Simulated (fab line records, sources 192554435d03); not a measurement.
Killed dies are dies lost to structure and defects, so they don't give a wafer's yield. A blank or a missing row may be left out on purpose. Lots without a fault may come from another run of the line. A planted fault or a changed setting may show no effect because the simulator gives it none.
Which tool did it? | flow n5_finfet | 24 lots, 72 wafers sampled, at 5 steps of a route of 1938

WHAT THE GAUGES READ, wafer by wafer
N5_BEOL_M6_RS_MEAS_57: measures by four-point-probe.
lot  | measured     | on            | M6_RS (ohm/sq)
L077 | day 9 05:11  | film_metro-02 | 0.280 0.299 0.278
L075 | day 9 05:26  | film_metro-02 | 0.273 0.279 0.279
L074 | day 9 05:32  | film_metro-01 | 0.293 0.288 0.295
L076 | day 9 06:53  | film_metro-01 | 0.281 0.309 0.281
L078 | day 9 20:28  | film_metro-02 | 0.300 0.284 0.284
L079 | day 10 02:08 | film_metro-02 | 0.290 0.282 0.297
L080 | day 10 05:26 | film_metro-01 | 0.303 0.292 0.304
L081 | day 10 07:52 | film_metro-01 | 0.304 0.288 0.280
L082 | day 10 12:35 | film_metro-02 | 0.285 0.281 0.289
L083 | day 11 03:08 | film_metro-01 | 0.283 0.292 0.285
L084 | day 11 12:47 | film_metro-01 | 0.289 0.298 0.285
L085 | day 11 18:57 | film_metro-01 | 0.296 0.294 0.302
L086 | day 11 23:32 | film_metro-01 | 0.295 0.282 0.289
L088 | day 12 00:59 | film_metro-02 | 0.300 0.287 0.273
L087 | day 12 05:32 | film_metro-01 | 0.286 0.295 0.288
L089 | day 12 13:32 | film_metro-02 | 0.274 0.280 0.289
L090 | day 13 01:11 | film_metro-01 | 0.283 0.272 0.275
L091 | day 13 03:08 | film_metro-02 | 0.283 0.282 0.277
L092 | day 13 06:55 | film_metro-01 | 0.280 0.294 0.284
L093 | day 13 18:38 | film_metro-02 | 0.294 0.287 0.310
L094 | day 13 20:54 | film_metro-01 | 0.288 0.282 0.287
L095 | day 14 13:35 | film_metro-01 | 0.284 0.289 0.288
L096 | day 14 15:44 | film_metro-01 | 0.303 0.290 0.292
L097 | day 14 20:25 | film_metro-01 | 0.285 0.288 0.290

N5_BEOL_M7_CD_MEAS_11: target cd 38.5 nm.
lot  | measured     | on        | cd_nm (nm)
L077 | day 9 06:32  | cd_sem-01 | 37.2 37.8 38.0
L075 | day 9 06:49  | cd_sem-02 | 38.4 38.9 38.5
L074 | day 9 06:58  | cd_sem-03 | 38.2 37.9 38.8
L076 | day 9 10:22  | cd_sem-02 | 38.9 39.0 38.8
L078 | day 9 22:58  | cd_sem-03 | 38.8 38.6 38.7
L079 | day 10 04:17 | cd_sem-02 | 38.3 39.2 39.0
L080 | day 10 07:30 | cd_sem-02 | 38.4 38.7 38.6
L081 | day 10 09:55 | cd_sem-01 | 38.1 38.0 38.5
L082 | day 10 16:34 | cd_sem-02 | 38.6 38.5 38.3
L083 | day 11 05:21 | cd_sem-01 | 38.3 38.2 38.7
L084 | day 11 17:12 | cd_sem-03 | 38.4 38.4 39.1
L085 | day 11 22:03 | cd_sem-01 | 38.1 38.2 38.9
L086 | day 12 03:09 | cd_sem-01 | 39.4 38.4 39.3
L088 | day 12 03:16 | cd_sem-01 | 38.8 38.6 38.2
L087 | day 12 07:26 | cd_sem-02 | 38.3 38.4 39.2
L089 | day 12 16:31 | cd_sem-01 | 38.3 38.2 38.3
L090 | day 13 02:38 | cd_sem-01 | 38.6 38.5 39.1
L091 | day 13 04:47 | cd_sem-03 | 38.7 38.7 38.5
L092 | day 13 09:37 | cd_sem-01 | 38.6 38.4 38.7
L093 | day 13 20:51 | cd_sem-01 | 38.1 38.5 38.4
L094 | day 13 23:40 | cd_sem-03 | 39.3 39.2 39.1
L095 | day 14 17:38 | cd_sem-01 | 38.3 38.7 38.4
L096 | day 14 18:23 | cd_sem-02 | 38.8 39.3 39.0
L097 | day 14 22:00 | cd_sem-02 | 38.6 38.3 38.9

WHICH TOOL RAN EACH LOT (tool, then ch and the chambers of the sampled wafers, then the start)
lot  | N5_BEOL_M6_STRIP_36                | N5_BEOL_M6_ALD_77                   | N5_BEOL_M7_CURE_74
L077 | rie_diel-04 ch 0,2,3, day 9 02:29  | ald_metal-01 ch 1,2, day 9 03:36    | uv_cure-02 ch 2, day 9 05:35
L075 | rie_diel-02 ch 2,3, day 9 02:49    | ald_metal-03 ch 0,1,2, day 9 03:42  | uv_cure-03 ch 1, day 9 05:43
L074 | rie_diel-05 ch 1,2,3, day 9 02:52  | ald_metal-04 ch 0,1,2, day 9 03:48  | uv_cure-01 ch 2, day 9 05:40
L076 | rie_diel-02 ch 0,2,3, day 9 04:29  | ald_metal-04 ch 1,2,3, day 9 05:18  | uv_cure-03 ch 2, day 9 07:10
L078 | rie_diel-04 ch 0,1, day 9 17:06    | ald_metal-04 ch 0,1, day 9 18:24    | uv_cure-02 ch 0, day 9 20:42
L079 | rie_diel-04 ch 1,2,3, day 9 23:13  | ald_metal-01 ch 0,1,2, day 10 00:26 | uv_cure-02 ch 1, day 10 02:20
L080 | rie_diel-05 ch 0,3, day 10 02:13   | ald_metal-03 ch 0,3, day 10 03:49   | uv_cure-03 ch 1, day 10 05:35
L081 | rie_diel-04 ch 0,1,3, day 10 04:25 | ald_metal-03 ch 1,3, day 10 05:30   | uv_cure-01 ch 2, day 10 08:05
L082 | rie_diel-02 ch 1,2,3, day 10 08:50 | ald_metal-03 ch 0,2,3, day 10 09:51 | uv_cure-03 ch 2, day 10 12:47
L083 | rie_diel-02 ch 0,1,2, day 10 22:40 | ald_metal-03 ch 0,2,3, day 10 23:59 | uv_cure-02 ch 2, day 11 03:15
L084 | rie_diel-05 ch 1,2,3, day 11 10:02 | ald_metal-01 ch 2,3, day 11 11:10   | uv_cure-02 ch 2, day 11 13:05
L085 | rie_diel-05 ch 0,1,2, day 11 16:10 | ald_metal-04 ch 0,1,3, day 11 17:25 | uv_cure-03 ch 0, day 11 19:09
L086 | rie_diel-02 ch 1,2,3, day 11 20:47 | ald_metal-01 ch 1,2,3, day 11 21:51 | uv_cure-01 ch 2, day 11 23:40
L088 | rie_diel-04 ch 0,1,3, day 11 21:56 | ald_metal-01 ch 2,3, day 11 23:09   | uv_cure-03 ch 0, day 12 01:06
L087 | rie_diel-02 ch 0,1, day 12 02:17   | ald_metal-01 ch 2,3, day 12 03:34   | uv_cure-02 ch 1, day 12 05:44
L089 | rie_diel-02 ch 0,2, day 12 10:41   | ald_metal-01 ch 1,3, day 12 11:42   | uv_cure-01 ch 2, day 12 14:04
L090 | rie_diel-04 ch 1,2,3, day 12 22:11 | ald_metal-03 ch 0,2,3, day 12 23:18 | uv_cure-03 ch 1, day 13 01:28
L091 | rie_diel-04 ch 2,3, day 13 00:20   | ald_metal-03 ch 0,2,3, day 13 01:11 | uv_cure-01 ch 2, day 13 03:16
L092 | rie_diel-04 ch 0,2,3, day 13 03:48 | ald_metal-01 ch 1,2,3, day 13 04:43 | uv_cure-01 ch 1, day 13 07:08
L093 | rie_diel-05 ch 0,2,3, day 13 15:20 | ald_metal-04 ch 0,1,3, day 13 17:06 | uv_cure-02 ch 0, day 13 18:47
L094 | rie_diel-04 ch 0,2,3, day 13 17:13 | ald_metal-01 ch 0,2,3, day 13 18:17 | uv_cure-01 ch 1, day 13 21:02
L095 | rie_diel-02 ch 0,3, day 14 10:38   | ald_metal-01 ch 2,3, day 14 11:53   | uv_cure-02 ch 1, day 14 13:48
L096 | rie_diel-05 ch 0,1,2, day 14 12:18 | ald_metal-01 ch 1,3, day 14 13:19   | uv_cure-02 ch 0, day 14 16:02
L097 | rie_diel-04 ch 0,1,2, day 14 17:19 | ald_metal-01 ch 0,1,2, day 14 18:12 | uv_cure-02 ch 2, day 14 20:47
- N5_BEOL_M6_STRIP_36: strips in N2/H2.
- N5_BEOL_M6_ALD_77: deposits TaN, target thk 2 nm, pulse time 2 s, purge time 3 s.
- N5_BEOL_M7_CURE_74: cures SiCOH lowk, time 240 s.

WHAT THE TOOLS THEMSELVES READ (means of the sampled wafers that have a number; where no wafer has one, the mark that the record gives instead)
N5_BEOL_M6_STRIP_36.
lot  | tool        | drypump_motor_current_A (A) | n2_flow_sccm (sccm) | oes_product_au (a.u.) | rf_vpp_V (V) | showerhead_plenum_p_Torr (Torr) | throttle_valve_pct (%)
L077 | rie_diel-04 | 5.4                         | 199.7               | 0.81                  | 60.0         | 2.52                            | 23.51
L075 | rie_diel-02 | 5.4                         | 200.4               | 0.85                  | 58.7         | 2.61                            | 23.75
L074 | rie_diel-05 | 5.8                         | 199.5               | 0.89                  | 59.2         | 2.52                            | 23.51
L076 | rie_diel-02 | 5.9                         | 200.0               | 0.80                  | 58.8         | 2.55                            | 23.55
L078 | rie_diel-04 | 5.6                         | 199.6               | 0.78                  | 56.9         | 2.45                            | 23.75
L079 | rie_diel-04 | 5.6                         | 200.1               | 0.84                  | 60.9         | 2.54                            | 23.59
L080 | rie_diel-05 | 5.7                         | 199.3               | 0.80                  | 60.0         | 2.59                            | 23.70
L081 | rie_diel-04 | 5.3                         | 199.9               | 0.78                  | 58.8         | 2.48                            | 23.75
L082 | rie_diel-02 | 5.6                         | 199.4               | 0.80                  | 61.1         | 2.55                            | 23.69
L083 | rie_diel-02 | 6.1                         | 200.0               | 0.85                  | 60.2         | 2.60                            | 23.35
L084 | rie_diel-05 | 5.8                         | 200.0               | 0.84                  | 57.8         | 2.51                            | 23.54
L085 | rie_diel-05 | 5.8                         | 200.1               | 0.81                  | 59.6         | 2.56                            | 23.44
L086 | rie_diel-02 | 5.6                         | 199.7               | 0.78                  | 58.3         | 2.54                            | 23.67
L088 | rie_diel-04 | 5.3                         | 200.0               | 0.76                  | 60.7         | 2.48                            | 23.75
L087 | rie_diel-02 | 6.2                         | 199.8               | 0.77                  | 58.4         | 2.50                            | 23.27
L089 | rie_diel-02 | 6.4                         | 199.4               | 0.90                  | 59.8         | 2.69                            | 23.18
L090 | rie_diel-04 | 5.6                         | 200.5               | 0.81                  | 58.9         | 2.53                            | 23.62
L091 | rie_diel-04 | 5.3                         | 200.7               | 0.82                  | 59.4         | 2.56                            | 23.57
L092 | rie_diel-04 | 5.3                         | 199.9               | 0.88                  | 60.8         | 2.62                            | 23.45
L093 | rie_diel-05 | 5.7                         | 200.1               | 0.80                  | 59.6         | 2.53                            | 23.68
L094 | rie_diel-04 | 5.3                         | 200.3               | 0.87                  | 59.1         | 2.61                            | 23.46
L095 | rie_diel-02 | 5.8                         | 200.6               | 0.81                  | 58.8         | 2.60                            | 23.55
L096 | rie_diel-05 | 5.8                         | 199.9               | 0.79                  | 60.0         | 2.55                            | 23.47
L097 | rie_diel-04 | 5.6                         | 199.7               | 0.83                  | 59.1         | 2.57                            | 23.51

N5_BEOL_M6_ALD_77.
lot  | tool         | heater_power_w (W) | precursor_vessel_carrier_sccm (sccm)
L077 | ald_metal-01 | 441                | 998.3
L075 | ald_metal-03 | 466                | 1001.0
L074 | ald_metal-04 | 420                | 1000.1
L076 | ald_metal-04 | 419                | 998.1
L078 | ald_metal-04 | 415                | 999.9
L079 | ald_metal-01 | 430                | 1000.2
L080 | ald_metal-03 | 419                | 999.9
L081 | ald_metal-03 | 439                | 1005.8
L082 | ald_metal-03 | 449                | 1000.7
L083 | ald_metal-03 | 444                | 1000.4
L084 | ald_metal-01 | 474                | 1001.3
L085 | ald_metal-04 | 406                | 999.3
L086 | ald_metal-01 | 442                | 1002.5
L088 | ald_metal-01 | 472                | 999.4
L087 | ald_metal-01 | 475                | 996.3
L089 | ald_metal-01 | 421                | 1001.3
L090 | ald_metal-03 | 441                | 999.4
L091 | ald_metal-03 | 448                | 999.4
L092 | ald_metal-01 | 441                | 1000.8
L093 | ald_metal-04 | 398                | 998.6
L094 | ald_metal-01 | 460                | 999.9
L095 | ald_metal-01 | 482                | 998.9
L096 | ald_metal-01 | 432                | 995.0
L097 | ald_metal-01 | 437                | 999.5

N5_BEOL_M7_CURE_74.
lot  | tool       | lamp_power_pct (%) | wafer_temp_C_max
L077 | uv_cure-02 | 52.30              | 388.6
L075 | uv_cure-03 | 52.29              | 386.5
L074 | uv_cure-01 | 52.31              | 386.1
L076 | uv_cure-03 | 52.34              | 386.2
L078 | uv_cure-02 | 52.28              | 387.3
L079 | uv_cure-02 | 52.34              | 387.2
L080 | uv_cure-03 | 52.32              | 386.5
L081 | uv_cure-01 | 52.37              | 385.9
L082 | uv_cure-03 | 52.30              | 385.8
L083 | uv_cure-02 | 52.28              | 387.5
L084 | uv_cure-02 | 52.27              | 387.8
L085 | uv_cure-03 | 52.30              | 387.2
L086 | uv_cure-01 | 52.28              | 386.3
L088 | uv_cure-03 | 52.34              | 387.1
L087 | uv_cure-02 | 52.30              | 386.8
L089 | uv_cure-01 | 52.24              | 386.1
L090 | uv_cure-03 | 52.34              | 386.7
L091 | uv_cure-01 | 52.36              | 386.4
L092 | uv_cure-01 | 52.34              | 386.2
L093 | uv_cure-02 | 52.31              | 388.1
L094 | uv_cure-01 | 52.33              | 386.4
L095 | uv_cure-02 | 52.37              | 387.1
L096 | uv_cure-02 | 52.24              | 387.7
L097 | uv_cure-02 | 52.32              | 388.3

THE ANSWER, worked out from the rows above alone
Rule: what is usual is taken from the lots themselves. Put in order of their means at a reading, lots are off if they are a third of the lots or fewer, leave a main group of 4 or more, and stand apart from it by a gap of 3 or more times the standard deviation of the main group's means; of several such gaps the widest counts. A main group whose means are all the same, to the digits that the tables above print for the reading, isn't used. A lot without any number at a reading at which 4 lots or more have one is off too. The other lots that the step has rows for count as sound. The gauges are gone through in route order, then the tools' own readings, and for those a lot's mean is taken as printed above. The first step at which some lot is off is used, and at that step the reading that is off furthest; a lot without a number counts as furthest.
No lot is off at any reading shown: from this, nothing can be told.

WHAT THE SIMULATOR HAD PUT IN
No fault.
